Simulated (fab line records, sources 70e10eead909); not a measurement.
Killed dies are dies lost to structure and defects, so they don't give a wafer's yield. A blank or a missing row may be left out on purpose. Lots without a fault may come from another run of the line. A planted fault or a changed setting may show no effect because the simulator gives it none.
One fault seen from 2 desks | flow nand_harc | each desk has only its own numbers; what lay behind them comes last

THE TOOL OWNER'S DESK: krf_scanner-02
The tool's own readings at NHARC_P_STI_EXPOSE_06 (exposes mask P STI, target cd 200 nm): means of the sampled wafers that have a number, for each lot that ran on this tool. A lot is out of limits, marked OUT, if its mean lies more than 4 standard deviations from the usual mean; the brackets give that distance.
Columns: A = exposure_dose_mJ_cm2 at NHARC_P_STI_EXPOSE_06, usual 37.66
lot  | first seen here | A
L815 | day 6 01:44     | 20.40 (-99 or more) OUT
L817 | day 6 14:01     | 23.91 (-99 or more) OUT
This desk's finding: out of limits on L815, L817; first on L815, day 6 01:44 (exposure_dose_mJ_cm2 at NHARC_P_STI_EXPOSE_06). In limits: none.

THE METROLOGY DESK
What the gauges read, lot by lot, whatever tool the lot ran on: means of the sampled wafers that have a number. A lot is out of limits, marked OUT, if its mean lies more than 4 standard deviations from the usual mean; the brackets give that distance.
Columns: A = cd_nm at NHARC_P_STI_CD_MEAS_09, usual 199.4 nm; B = cd_nm at NHARC_P_STI_CD_MEAS_16, usual 198.9 nm; C = trench_foot_cd_nm at NHARC_P_STI_OCD_MEAS_17, usual 157.1 nm
lot  | first seen here | A               | B               | C
L801 | day 2 09:44     | 197.0           | 196.1           | 155.0
L803 | day 3 03:25     | 196.5           | 196.9           | 154.6
L805 | day 3 10:59     | 199.8           | 199.3           | 157.8
L806 | day 3 18:00     | 198.9           | 198.1           | 156.7
L810 | day 4 19:01     | 198.4           | 197.7           | 156.1
L815 | day 6 01:53     | 63.8 (-75) OUT  | 63.3 (-71) OUT  | 22.0 (-71) OUT
L817 | day 6 14:10     | 101.6 (-54) OUT | 101.5 (-51) OUT | 59.5 (-51) OUT
L818 | day 6 14:20     | 199.1           | 198.9           | 156.8
L819 | day 7 01:38     | 200.7           | 199.9           | 158.5
L822 | day 7 17:06     | 199.6           | 198.2           | 157.1
This desk's finding: out of limits on L815, L817; first on L815, day 6 01:53 (cd_nm at NHARC_P_STI_CD_MEAS_09). In limits: L801, L803, L805, L806, L810, L818, L819, L822.

PUT TOGETHER
The tool owner's desk could have raised an alarm at day 6 01:44, on L815, L817.
The metrology desk could have raised an alarm at day 6 01:53, on L815, L817.
Of the lots named, all ran NHARC_P_STI_EXPOSE_06 on krf_scanner-02.

WHAT THE SIMULATOR HAD PUT IN
Process parameter drift: krf_scanner-02, from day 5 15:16 on, at NHARC_P_STI_EXPOSE_06. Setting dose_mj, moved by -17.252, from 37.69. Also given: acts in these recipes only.
Lots struck among those shown: L815, L817.
Hours from the fault's start to each desk's first reading out of limits: the tool owner's desk, 10; the metrology desk, 11.
